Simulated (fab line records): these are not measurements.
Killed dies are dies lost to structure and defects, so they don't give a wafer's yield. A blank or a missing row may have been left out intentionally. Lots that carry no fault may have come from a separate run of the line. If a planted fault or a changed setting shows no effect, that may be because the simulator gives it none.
fab line records	flow n5-finfet
[record] lots = 24	wafers = 72	last-day = 18
route steps=1938 shown BEOL_M3@996 BEOL_M4@1021
lots with no fault: from the same line, run without faults
start-h: hours from the record's opening day to when the first of the lot's shown wafers began	wait-h: hours from the lot's prior step to this one	" same as the row above	L1.1+2: a row that stands for several wafers	- either no value or no given start	* or withheld: withheld	< > ~ a bound
route shown NAME@n: a module of which the file shows steps, and the number in the route of the first	usual: mean/standard deviation taken from wafers without a fault	same: alike in all rows	chamber/n: place in a boat	sites: readings site by site	_std_site: the standard deviation of these	_edge_site: outer sites' mean less inner sites'	radius-mm: for every site, how far away it sits from the centre of the wafer	mask NAME#n: copy n	behind: tool/chamber where the wafer was last shaped	hold: reason for holding the lot/hours on hold/outcome of the hold	device: the transistor (n, p or np) that didn't switch	end of line: tests run on the same wafers once the route is complete	for a step that has no rows: nothing shown but its recipe	killed: not the wafer's yield, but the dies lost to structure and defects at the first sort	map: the dies of a wafer, with x for killed, . for not killed, _ for no die there
set.NAME: setting as actually run; set.NAME@STEP: the setting as run at that earlier step	model.NAME: the simulator's own value behind a step, which no gauge read
steps of the route over a sample of lots; a table a step, a row a wafer
services: when a tool's chamber went out of use (start-h, in hours from the record's first day, below 0 if earlier), for how many hours, and the reason
[[steps]]
[step N5_BEOL_M3_SPUTTER_79]
[recipe] material = Cu	target-thk-a = 45	temp-c = -20	chamber-pressure-pa = 0.07	power-w = withheld	time-s = 8.29
[usual] throttle-valve-pct = 29.9/0.82
lot.wafer	tool	chamber	start-h	wait-h	throttle-valve-pct
L074.3	pvd-sputter-02	-	153.08	0.1	28.8
L074.4	"	-	"	"	28.8
L074.5	"	-	"	"	29.9
L075.1	pvd-sputter-02	-	155.74	0.1	28.9
L075.3	"	-	"	"	29.8
L075.6	"	-	"	"	29.1
L076.1	pvd-sputter-03	-	170.72	0.1	29.9
L076.3	"	-	"	"	30.7
L076.4	"	-	"	"	30.5
L077.1	pvd-sputter-02	-	175.75	0.1	29.7
L077.3	"	-	"	"	28.9
L077.6	"	-	"	"	29.9
L079.1	pvd-sputter-03	-	178.06	0.1	30.6
L079.4	"	-	"	"	30.9
L079.6	"	-	"	"	30.3
L078.1	pvd-sputter-03	-	185.65	0.1	29.9
L078.4	"	-	"	"	29.9
L078.5	"	-	"	"	30.4
L080.1	pvd-sputter-01	-	189.52	0.1	30.3
L080.3	"	-	"	"	29.4
L080.5	"	-	"	"	30.6
L081.1	pvd-sputter-03	-	198.40	0.1	30.6
L081.2	"	-	"	"	30.5
L081.5	"	-	"	"	30.6
L082.1	pvd-sputter-03	-	207.98	0.1	30.9
L082.5	"	-	"	"	29.9
L082.6	"	-	"	"	30.4
L083.4	pvd-sputter-01	-	222.14	0.1	29.9
L083.5	"	-	"	"	30.5
L083.6	"	-	"	"	29.8
L084.2	pvd-sputter-01	-	227.65	0.1	31.4
L084.4	"	-	"	"	29.5
L084.5	"	-	"	"	30.6
L085.2	pvd-sputter-03	-	231.51	0.1	30.8
L085.4	"	-	"	"	29.8
L085.6	"	-	"	"	29.9
L086.1	pvd-sputter-01	-	231.65	0.1	30.8
L086.2	"	-	"	"	30.4
L086.3	"	-	"	"	31.4
L087.1	pvd-sputter-01	-	235.19	0.1	28.8
L087.2	"	-	"	"	30.6
L087.6	"	-	"	"	30.6
L088.1	pvd-sputter-03	-	238.63	0.1	30.0
L088.4	"	-	"	"	29.9
L088.6	"	-	"	"	30.3
L090.3	pvd-sputter-02	-	250.67	0.1	29.0
L090.4	"	-	"	"	30.0
L090.5	"	-	"	"	29.0
L089.2	pvd-sputter-01	-	250.67	0.1	30.1
L089.3	"	-	"	"	30.7
L089.5	"	-	"	"	30.7
L091.2	pvd-sputter-03	-	263.03	0.1	29.6
L091.4	"	-	"	"	29.9
L091.6	"	-	"	"	30.6
L092.2	pvd-sputter-02	-	266.19	0.1	28.6
L092.3	"	-	"	"	29.6
L092.5	"	-	"	"	28.7
L094.1	pvd-sputter-01	-	272.36	0.1	29.1
L094.3	"	-	"	"	30.7
L094.4	"	-	"	"	30.0
L093.1	pvd-sputter-02	-	274.69	0.1	28.8
L093.4	"	-	"	"	29.2
L093.6	"	-	"	"	28.9
L095.2	pvd-sputter-02	-	290.64	0.1	28.9
L095.3	"	-	"	"	29.7
L095.4	"	-	"	"	29.0
L096.3	pvd-sputter-01	-	291.33	0.1	29.4
L096.4	"	-	"	"	30.3
L096.5	"	-	"	"	30.5
L097.2	pvd-sputter-02	-	301.05	0.1	29.8
L097.3	"	-	"	"	28.7
L097.4	"	-	"	"	29.0
[step N5_BEOL_M3_SPUTTER_86]
[recipe] material = Cu	target-thk-a = 45	temp-c = -20	chamber-pressure-pa = 0.07	power-w = withheld	time-s = 8.29
[usual] throttle-valve-pct = 29.9/0.83
lot.wafer	tool	chamber	start-h	wait-h	throttle-valve-pct
L074.3	pvd-sputter-02	-	153.52	0.1	28.9
L074.4	"	-	"	"	29.0
L074.5	"	-	"	"	29.8
L075.1	pvd-sputter-02	-	156.18	0.1	29.1
L075.3	"	-	"	"	29.7
L075.6	"	-	"	"	29.0
L076.1	pvd-sputter-03	-	171.16	0.1	29.9
L076.3	"	-	"	"	31.0
L076.4	"	-	"	"	30.5
L077.1	pvd-sputter-02	-	176.19	0.1	29.7
L077.3	"	-	"	"	28.8
L077.6	"	-	"	"	29.7
L079.1	pvd-sputter-03	-	178.50	0.1	30.3
L079.4	"	-	"	"	30.6
L079.6	"	-	"	"	29.8
L078.1	pvd-sputter-03	-	186.09	0.1	29.9
L078.4	"	-	"	"	29.9
L078.5	"	-	"	"	30.6
L080.1	pvd-sputter-01	-	189.96	0.1	30.1
L080.3	"	-	"	"	29.2
L080.5	"	-	"	"	30.7
L081.1	pvd-sputter-03	-	198.84	0.1	30.7
L081.2	"	-	"	"	30.0
L081.5	"	-	"	"	30.6
L082.1	pvd-sputter-03	-	208.42	0.1	31.0
L082.5	"	-	"	"	29.7
L082.6	"	-	"	"	30.2
L083.4	pvd-sputter-01	-	222.58	0.1	29.9
L083.5	"	-	"	"	30.8
L083.6	"	-	"	"	30.0
L084.2	pvd-sputter-01	-	228.09	0.1	31.4
L084.4	"	-	"	"	29.2
L084.5	"	-	"	"	30.6
L085.2	pvd-sputter-03	-	231.95	0.1	30.7
L085.4	"	-	"	"	29.8
L085.6	"	-	"	"	29.7
L086.1	pvd-sputter-01	-	232.09	0.1	30.5
L086.2	"	-	"	"	30.2
L086.3	"	-	"	"	31.5
L087.1	pvd-sputter-01	-	235.63	0.1	29.2
L087.2	"	-	"	"	30.6
L087.6	"	-	"	"	30.7
L088.1	pvd-sputter-03	-	239.07	0.1	29.7
L088.4	"	-	"	"	29.6
L088.6	"	-	"	"	30.3
L090.3	pvd-sputter-02	-	251.11	0.1	28.9
L090.4	"	-	"	"	29.7
L090.5	"	-	"	"	28.7
L089.2	pvd-sputter-01	-	251.11	0.1	30.0
L089.3	"	-	"	"	30.4
L089.5	"	-	"	"	30.4
L091.2	pvd-sputter-03	-	263.47	0.1	29.8
L091.4	"	-	"	"	29.9
L091.6	"	-	"	"	30.4
L092.2	pvd-sputter-02	-	266.63	0.1	28.6
L092.3	"	-	"	"	29.8
L092.5	"	-	"	"	28.7
L094.1	pvd-sputter-01	-	272.80	0.1	29.0
L094.3	"	-	"	"	30.8
L094.4	"	-	"	"	30.1
L093.1	pvd-sputter-02	-	275.13	0.1	29.0
L093.4	"	-	"	"	29.2
L093.6	"	-	"	"	28.9
L095.2	pvd-sputter-02	-	291.08	0.1	28.9
L095.3	"	-	"	"	29.7
L095.4	"	-	"	"	28.9
L096.3	pvd-sputter-01	-	291.77	0.1	29.2
L096.4	"	-	"	"	30.2
L096.5	"	-	"	"	30.5
L097.2	pvd-sputter-02	-	301.49	0.1	29.8
L097.3	"	-	"	"	28.8
L097.4	"	-	"	"	28.7
[step N5_BEOL_M3_CO_CAP_55]
[recipe] material = Co	target-thk-a = 20	temp-c = 200	precursor = CCTBA/H2	pressure-torr = 30	time-s = 102.1
[usual] chamber-pressure-Torr = 30.00/0.075	heater-power-w = 241/20
lot.wafer	tool	chamber	start-h	wait-h	chamber-pressure-Torr	heater-power-w	since-wet-clean-h
L074.3	cvd-co-01	2	155.68	0.0	29.98	233	238
L074.4	"	0	"	"	29.93	258	-
L074.5	"	1	"	"	30.02	250	-
L075.1	cvd-co-02	0	158.17	0.0	29.99	205	918
L075.3	"	1	"	"	29.77	248	14
L075.6	"	0	"	"	29.98	208	-
L076.1	cvd-co-02	0	173.39	0.0	30.05	210	933
L076.3	"	2	"	"	29.91	266	474
L076.4	"	2	"	"	29.78	254	-
L079.1	cvd-co-01	2	180.47	0.0	29.94	229	262
L079.4	"	2	"	"	30.03	233	-
L079.6	"	1	"	"	30.06	242	-
L077.1	cvd-co-02	2	180.78	0.0	30.03	257	481
L077.3	"	1	"	"	29.95	244	36
L077.6	"	2	"	"	30.00	258	-
L078.1	cvd-co-01	1	188.06	0.0	30.01	246	1167
L078.4	"	0	"	"	30.07	267	-
L078.5	"	2	"	"	29.99	229	-
L080.1	cvd-co-02	1	191.92	0.0	29.94	248	48
L080.3	"	0	"	"	30.02	211	952
L080.5	"	0	"	"	30.04	212	-
L081.1	cvd-co-02	0	200.81	0.0	30.14	207	961
L081.2	"	1	"	"	30.09	246	56
L081.5	"	2	"	"	30.18	260	-
L082.1	cvd-co-02	0	210.41	0.0	29.94	212	970
L082.5	"	2	"	"	29.96	255	-
L082.6	"	1	"	"	30.07	250	-
L083.4	cvd-co-02	2	224.65	0.0	29.87	262	-
L083.5	"	1	"	"	29.86	242	-
L083.6	"	0	"	"	30.09	215	-
L084.2	cvd-co-02	1	230.06	0.0	29.83	240	86
L084.4	"	0	"	"	30.09	206	-
L084.5	"	2	"	"	29.93	260	-
L085.2	cvd-co-02	0	233.92	0.0	30.13	208	994
L085.4	"	1	"	"	30.08	247	-
L085.6	"	2	"	"	30.13	270	-
L086.1	cvd-co-02	2	234.06	0.0	29.97	264	535
L086.2	"	1	"	"	30.14	250	90
L086.3	"	0	"	"	29.97	212	994
L087.1	cvd-co-01	0	237.60	0.0	29.98	261	779
L087.2	"	1	"	"	29.96	248	1216
L087.6	"	0	"	"	29.97	263	-
L088.1	cvd-co-01	0	241.04	0.0	30.01	266	782
L088.4	"	2	"	"	29.99	229	-
L088.6	"	0	"	"	29.97	265	-
L090.3	cvd-co-02	2	253.07	0.0	30.05	263	554
L090.4	"	1	"	"	30.02	250	-
L090.5	"	0	"	"	29.99	207	-
L089.2	cvd-co-01	1	253.34	0.0	29.97	246	1232
L089.3	"	2	"	"	30.08	226	335
L089.5	"	2	"	"	30.07	231	-
L091.2	cvd-co-02	1	265.82	0.0	29.98	255	121
L091.4	"	2	"	"	29.98	258	-
L091.6	"	1	"	"	30.02	246	-
L092.2	cvd-co-01	0	269.09	0.0	29.98	268	810
L092.3	"	2	"	"	30.04	233	351
L092.5	"	0	"	"	30.01	262	-
L094.1	cvd-co-02	0	274.78	0.0	30.02	209	1035
L094.3	"	2	"	"	30.00	266	575
L094.4	"	1	"	"	29.96	248	-
L093.1	cvd-co-02	1	277.11	0.0	29.93	253	133
L093.4	"	2	"	"	29.97	260	-
L093.6	"	1	"	"	30.05	248	-
L095.2	cvd-co-02	0	293.05	0.0	29.95	210	1053
L095.3	"	1	"	"	29.91	249	149
L095.4	"	2	"	"	29.94	256	-
L096.3	cvd-co-02	2	293.77	0.0	30.00	267	594
L096.4	"	2	"	"	30.03	262	-
L096.5	"	0	"	"	30.03	208	-
L097.2	cvd-co-02	0	303.45	0.0	30.02	208	1063
L097.3	"	2	"	"	29.77	253	604
L097.4	"	0	"	"	29.98	209	-
[step N5_BEOL_M4_ILD_DEP_00]
[recipe] material = SiOC	target-thk-a = 790	temp-c = 350	precursor = DEMS/O2	pressure-torr = 5	rf-w = 500	time-s = 15.3
[usual] chamber-pressure-Torr = 4.999/0.012	heater-power-w = 521/94	rf-fwd-power-W = 493.0/2.6	showerhead-plenum-p-Torr = 5.697/0.013	throttle-valve-pct = 11.6/0.72
lot.wafer	tool	chamber	start-h	wait-h	chamber-pressure-Torr	heater-power-w	rf-fwd-power-W	showerhead-plenum-p-Torr	since-wet-clean-h	throttle-valve-pct
L074.3	pecvd-04	0	155.94	0.1	5.002	551	489.3	5.718	-	10.5
L074.4	"	2	"	"	4.984	578	493.8	5.691	-	11.8
L074.5	"	0	"	"	5.008	566	490.5	5.710	-	10.9
L075.1	pecvd-04	2	158.42	0.0	4.978	566	492.0	5.693	2131	11.9
L075.3	"	0	"	"	5.010	585	488.7	5.708	681	10.9
L075.6	"	2	"	"	4.986	567	493.5	5.693	-	11.9
L076.1	pecvd-01	1	173.64	0.0	5.019	436	497.1	5.698	1784	12.5
L076.3	"	0	"	"	4.995	481	494.9	5.704	1059	12.8
L076.4	"	0	"	"	4.994	484	495.4	5.698	-	12.8
L079.1	pecvd-04	0	180.72	0.0	4.990	559	490.8	5.714	703	11.0
L079.4	"	0	"	"	4.994	562	492.3	5.720	-	11.1
L079.6	"	2	"	"	5.008	565	496.3	5.706	-	11.7
L077.1	pecvd-01	2	181.03	0.0	5.015	499	490.0	5.705	295	10.7
L077.3	"	1	"	"	5.020	346	496.1	5.700	1791	12.4
L077.6	"	1	"	"	5.004	352	497.7	5.712	-	12.4
L078.1	pecvd-01	1	188.31	0.0	4.996	394	496.5	5.694	1798	12.6
L078.4	"	2	"	"	4.999	497	492.3	5.705	-	10.8
L078.5	"	1	"	"	5.013	395	495.2	5.696	-	12.4
L080.1	pecvd-01	2	192.17	0.0	4.997	482	491.6	5.703	306	10.5
L080.3	"	0	"	"	4.977	477	493.9	5.710	1077	12.7
L080.5	"	1	"	"	4.990	347	492.2	5.712	-	12.4
L081.1	pecvd-04	1	201.06	0.0	4.995	697	490.6	5.684	1449	11.4
L081.2	"	0	"	"	4.986	568	491.9	5.711	724	11.0
L081.5	"	1	"	"	4.983	690	489.1	5.688	-	11.7
L082.1	pecvd-04	1	210.66	0.0	4.992	666	490.3	5.683	1458	11.6
L082.5	"	1	"	"	4.991	667	492.8	5.681	-	11.6
L082.6	"	0	"	"	5.011	645	491.8	5.710	-	11.1
L083.4	pecvd-01	0	224.87	0.1	5.014	423	491.0	5.691	-	12.7
L083.5	"	2	"	"	5.014	430	490.6	5.702	-	10.8
L083.6	"	1	"	"	5.002	391	495.3	5.700	-	12.2
L084.2	pecvd-01	1	230.33	0.0	5.002	400	498.0	5.688	1840	12.0
L084.4	"	1	"	"	5.014	424	499.1	5.678	-	12.1
L084.5	"	1	"	"	4.989	427	496.5	5.719	-	12.3
L085.2	pecvd-04	1	234.16	0.0	4.995	684	491.7	5.682	1482	11.6
L085.4	"	2	"	"	4.988	582	493.8	5.703	-	11.0
L085.6	"	1	"	"	4.985	685	489.6	5.680	-	11.4
L086.1	pecvd-04	2	234.30	0.0	4.981	573	495.6	5.703	3	10.9
L086.2	"	0	"	"	5.017	647	490.6	5.714	757	10.9
L086.3	"	1	"	"	4.986	628	488.5	5.668	1482	11.4
L087.1	pecvd-02	1	237.84	0.0	4.987	595	494.3	5.679	1667	12.2
L087.2	"	0	"	"	5.003	483	491.2	5.688	942	12.0
L087.6	"	2	"	"	4.995	404	495.4	5.689	-	10.7
L088.1	pecvd-04	2	241.28	0.0	4.986	600	496.3	5.688	10	11.0
L088.4	"	1	"	"	5.003	608	491.6	5.675	-	11.7
L088.6	"	2	"	"	5.004	592	495.1	5.696	-	11.0
L090.3	pecvd-01	1	253.32	0.0	4.986	411	495.0	5.684	1863	12.3
L090.4	"	1	"	"	5.004	409	496.8	5.694	-	12.2
L090.5	"	0	"	"	5.010	468	493.1	5.702	-	13.0
L089.2	pecvd-01	2	253.62	0.0	4.994	502	495.5	5.696	368	11.0
L089.3	"	1	"	"	5.015	424	496.5	5.680	1864	12.2
L089.5	"	0	"	"	4.969	449	493.1	5.690	-	13.0
L091.2	pecvd-02	1	266.06	0.0	5.004	624	493.7	5.686	1695	12.0
L091.4	"	2	"	"	4.990	320	495.5	5.710	-	10.9
L091.6	"	0	"	"	4.993	507	490.9	5.699	-	11.8
L092.2	pecvd-01	0	269.35	0.0	4.981	481	494.4	5.685	1154	12.5
L092.3	"	2	"	"	4.992	427	493.5	5.719	384	10.6
L092.5	"	0	"	"	4.978	489	492.9	5.699	-	12.8
L094.1	pecvd-04	0	275.03	0.0	5.012	525	488.2	5.713	798	11.0
L094.3	"	1	"	"	5.000	646	490.2	5.672	1523	11.2
L094.4	"	0	"	"	5.008	548	486.0	5.719	-	10.9
L093.1	pecvd-01	0	277.36	0.0	5.018	460	494.8	5.702	1162	12.7
L093.4	"	0	"	"	5.016	480	494.2	5.702	-	12.8
L093.6	"	2	"	"	4.992	477	492.8	5.707	-	10.6
L095.2	pecvd-02	2	293.29	0.0	5.016	370	493.6	5.692	243	10.9
L095.3	"	1	"	"	4.999	581	493.8	5.691	1722	12.0
L095.4	"	2	"	"	5.025	382	494.9	5.696	-	11.0
L096.3	pecvd-04	1	294.02	0.0	4.993	653	489.1	5.683	1542	11.6
L096.4	"	1	"	"	5.006	667	492.7	5.691	-	11.2
L096.5	"	0	"	"	5.010	525	490.1	5.712	-	11.2
L097.2	pecvd-04	2	303.71	0.0	5.004	533	495.8	5.683	72	11.0
L097.3	"	0	"	"	4.987	573	487.6	5.704	826	11.0
L097.4	"	1	"	"	4.996	613	490.3	5.669	-	11.8
[step N5_BEOL_M4_INSPECT_13]
[recipe] mode = adi	inspect-instrument = brightfield
[usual] raw-defect-count = 409/100
lot.wafer	tool	chamber	start-h	wait-h	raw-defect-count
L074.3	defect-inspect-01	-	158.33	0.0	534
L074.4	"	-	"	"	641
L074.5	"	-	"	"	707
L075.1	defect-inspect-02	-	160.08	0.1	337
L075.3	"	-	"	"	501
L075.6	"	-	"	"	337
L076.1	defect-inspect-02	-	174.69	0.1	337
L076.3	"	-	"	"	384
L076.4	"	-	"	"	339
L079.1	defect-inspect-01	-	183.06	0.1	344
L079.4	"	-	"	"	395
L079.6	"	-	"	"	258
L077.1	defect-inspect-02	-	183.23	0.1	423
L077.3	"	-	"	"	481
L077.6	"	-	"	"	402
L078.1	defect-inspect-01	-	189.60	0.1	461
L078.4	"	-	"	"	419
L078.5	"	-	"	"	359
L080.1	defect-inspect-01	-	194.46	0.1	377
L080.3	"	-	"	"	377
L080.5	"	-	"	"	481
L081.1	defect-inspect-02	-	202.08	0.1	345
L081.2	"	-	"	"	368
L081.5	"	-	"	"	294
L082.1	defect-inspect-01	-	212.41	0.1	424
L082.5	"	-	"	"	369
L082.6	"	-	"	"	374
L083.4	defect-inspect-02	-	226.70	0.0	404
L083.5	"	-	"	"	455
L083.6	"	-	"	"	298
L084.2	defect-inspect-02	-	231.31	0.0	293
L084.4	"	-	"	"	234
L084.5	"	-	"	"	258
L085.2	defect-inspect-01	-	236.04	0.0	384
L085.4	"	-	"	"	326
L085.6	"	-	"	"	358
L086.1	defect-inspect-01	-	236.22	0.1	656
L086.2	"	-	"	"	530
L086.3	"	-	"	"	396
L087.1	defect-inspect-01	-	238.92	0.1	444
L087.2	"	-	"	"	705
L087.6	"	-	"	"	392
L088.1	defect-inspect-02	-	244.04	0.1	556
L088.4	"	-	"	"	470
L088.6	"	-	"	"	454
L090.3	defect-inspect-02	-	255.40	0.0	592
L090.4	"	-	"	"	460
L090.5	"	-	"	"	443
L089.2	defect-inspect-02	-	255.60	0.0	306
L089.3	"	-	"	"	237
L089.5	"	-	"	"	350
L091.2	defect-inspect-01	-	269.26	0.0	440
L091.4	"	-	"	"	475
L091.6	"	-	"	"	357
L092.2	defect-inspect-01	-	270.40	0.0	397
L092.3	"	-	"	"	336
L092.5	"	-	"	"	546
L094.1	defect-inspect-02	-	278.96	0.1	388
L094.3	"	-	"	"	295
L094.4	"	-	"	"	281
L093.1	defect-inspect-01	-	279.49	0.1	386
L093.4	"	-	"	"	422
L093.6	"	-	"	"	660
L095.2	defect-inspect-01	-	294.26	0.0	386
L095.3	"	-	"	"	426
L095.4	"	-	"	"	374
L096.3	defect-inspect-02	-	296.61	0.0	315
L096.4	"	-	"	"	287
L096.5	"	-	"	"	241
L097.2	defect-inspect-01	-	305.03	0.0	297
L097.3	"	-	"	"	375
L097.4	"	-	"	"	341
[step N5_BEOL_M4_INSPECT_30]
[recipe] mode = adi	inspect-instrument = brightfield
[usual] raw-defect-count = 412/100
lot.wafer	tool	chamber	start-h	wait-h	raw-defect-count
L074.3	defect-inspect-01	-	159.52	0.1	522
L074.4	"	-	"	"	667
L074.5	"	-	"	"	674
L075.1	defect-inspect-01	-	161.16	0.1	364
L075.3	"	-	"	"	570
L075.6	"	-	"	"	368
L076.1	defect-inspect-01	-	175.57	0.1	343
L076.3	"	-	"	"	404
L076.4	"	-	"	"	341
L079.1	defect-inspect-02	-	184.13	0.1	331
L079.4	"	-	"	"	369
L079.6	"	-	"	"	243
L077.1	defect-inspect-01	-	184.22	0.1	461
L077.3	"	-	"	"	495
L077.6	"	-	"	"	408
L078.1	defect-inspect-02	-	190.49	0.1	451
L078.4	"	-	"	"	398
L078.5	"	-	"	"	334
L080.1	defect-inspect-01	-	195.72	0.1	403
L080.3	"	-	"	"	390
L080.5	"	-	"	"	461
L081.1	defect-inspect-01	-	203.08	0.1	368
L081.2	"	-	"	"	371
L081.5	"	-	"	"	311
L082.1	defect-inspect-01	-	213.44	0.1	412
L082.5	"	-	"	"	371
L082.6	"	-	"	"	369
L083.4	defect-inspect-02	-	227.59	0.0	426
L083.5	"	-	"	"	455
L083.6	"	-	"	"	287
L084.2	defect-inspect-02	-	232.54	0.0	275
L084.4	"	-	"	"	231
L084.5	"	-	"	"	251
L085.2	defect-inspect-01	-	237.67	0.0	423
L085.4	"	-	"	"	295
L085.6	"	-	"	"	341
L086.1	defect-inspect-01	-	237.86	0.1	643
L086.2	"	-	"	"	496
L086.3	"	-	"	"	409
L087.1	defect-inspect-01	-	239.96	0.1	439
L087.2	"	-	"	"	687
L087.6	"	-	"	"	390
L088.1	defect-inspect-02	-	245.66	0.1	532
L088.4	"	-	"	"	489
L088.6	"	-	"	"	432
L090.3	defect-inspect-01	-	256.44	0.0	633
L090.4	"	-	"	"	495
L090.5	"	-	"	"	479
L089.2	defect-inspect-02	-	256.99	0.0	297
L089.3	"	-	"	"	247
L089.5	"	-	"	"	363
L091.2	defect-inspect-01	-	270.52	0.0	455
L091.4	"	-	"	"	491
L091.6	"	-	"	"	347
L092.2	defect-inspect-02	-	271.40	0.0	384
L092.3	"	-	"	"	311
L092.5	"	-	"	"	482
L094.1	defect-inspect-01	-	279.95	0.1	421
L094.3	"	-	"	"	315
L094.4	"	-	"	"	300
L093.1	defect-inspect-01	-	280.72	0.1	403
L093.4	"	-	"	"	447
L093.6	"	-	"	"	665
L095.2	defect-inspect-02	-	295.13	0.0	364
L095.3	"	-	"	"	411
L095.4	"	-	"	"	346
L096.3	defect-inspect-01	-	297.61	0.0	344
L096.4	"	-	"	"	309
L096.5	"	-	"	"	266
L097.2	defect-inspect-02	-	305.99	0.0	305
L097.3	"	-	"	"	338
L097.4	"	-	"	"	304
[[services]]
tool	chamber	start-h	hours	kind
pecvd-02	0	129.75	2.1	scheduled-down
pecvd-04	-	133.79	2.8	pm
pecvd-04	-	138.03	0.5	repair
pecvd-01	-	146.33	0.9	repair
pecvd-04	1	152.85	5.5	scheduled-down
pecvd-02	-	181.36	28.1	pm
pecvd-04	-	181.78	1.6	repair
pecvd-04	2	202.47	-	clean
pecvd-04	2	202.47	-	consumable-replace:showerhead
pecvd-04	2	202.47	29.0	scheduled-down
pecvd-04	2	202.47	29.0	vent-cycle
cvd-co-01	-	228.17	6.0	pm
pecvd-01	0	229.86	2.1	scheduled-down
pecvd-01	-	232.63	14.6	pm
pecvd-02	2	260.86	-	calibration
[[key]]
fault none
